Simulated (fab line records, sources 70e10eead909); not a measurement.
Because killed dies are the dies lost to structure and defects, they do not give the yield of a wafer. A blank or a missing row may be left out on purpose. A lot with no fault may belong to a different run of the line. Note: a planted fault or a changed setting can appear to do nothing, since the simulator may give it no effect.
Chamber matching -- flow nand harc -- NHARC_HYBRID_BOND_ACTIVATE_00 on rie diel-11: 4 sister chambers
The step chemistry N2, time 60 s. 16 wafers are shown with their chamber, then 8 later ones without.

WAFERS, EACH WITH ITS CHAMBER
wafer,chamber,drypump motor current A (A),rf vpp V (V),oes product au (a.u.)
L086.1,0,6.3,64.6,1.004
L086.2,2,4.9,64.3,0.991
L086.3,1,5.3,63.6,1.011
L086.4,3,5.8,63.4,1.012
L086.5,2,4.9,64.0,0.998
L086.6,1,5.3,64.6,1.017
L089.1,3,5.8,63.7,1.002
L089.2,0,6.3,63.8,1.000
L089.3,1,5.2,62.4,1.003
L089.4,3,5.8,64.3,1.002
L089.5,1,5.3,63.8,0.996
L089.6,0,6.3,64.5,1.005
L088.1,3,5.8,64.8,1.003
L088.2,2,4.9,65.2,0.991
L088.3,0,6.3,64.8,0.983
L088.4,1,5.3,63.7,0.985

SIGNATURES (averages over the wafers above)
reading,chamber 0,chamber 1,chamber 2,chamber 3,scatter within a chamber
drypump motor current A,6.300,5.280,4.900,5.800,0.0258
rf vpp V,64.425,63.620,64.500,64.050,0.646
oes product au,0.99800,1.00240,0.99333,1.00475,0.00935
Rule: for each reading, subtract the chamber's mean from the wafer's reading, divide by that reading's scatter and square the result; add these up over the readings and take the root, which gives the wafer's distance from the chamber. The wafer belongs to the nearest chamber; if the next one is less than 2 further off, it can't be placed. The scatter is the square root of a quotient: the sum, over the shown wafers, of each reading's squared deviation from its chamber's mean, divided by wafers minus chambers.

WAFERS WITH NO CHAMBER GIVEN
wafer,drypump motor current A (A),rf vpp V (V),oes product au (a.u.)
L088.5,5.8,63.7,0.993
L088.6,4.9,63.7,0.986
L085.1,6.3,63.9,0.995
L085.2,4.9,65.1,0.993
L085.3,5.3,63.7,0.988
L085.4,5.8,63.4,1.008
L085.5,6.3,63.8,0.984
L085.6,5.3,64.7,1.007

EACH ONE'S CHAMBER
wafer,from the rows above,in truth
L088.5,3,3
L088.6,2,2
L085.1,0,0
L085.2,2,2
L085.3,1,1
L085.4,3,3
L085.5,0,0
L085.6,1,1
8 of 8 placed correctly. Not placeable from these rows: 0. Wrongly placed: 0.
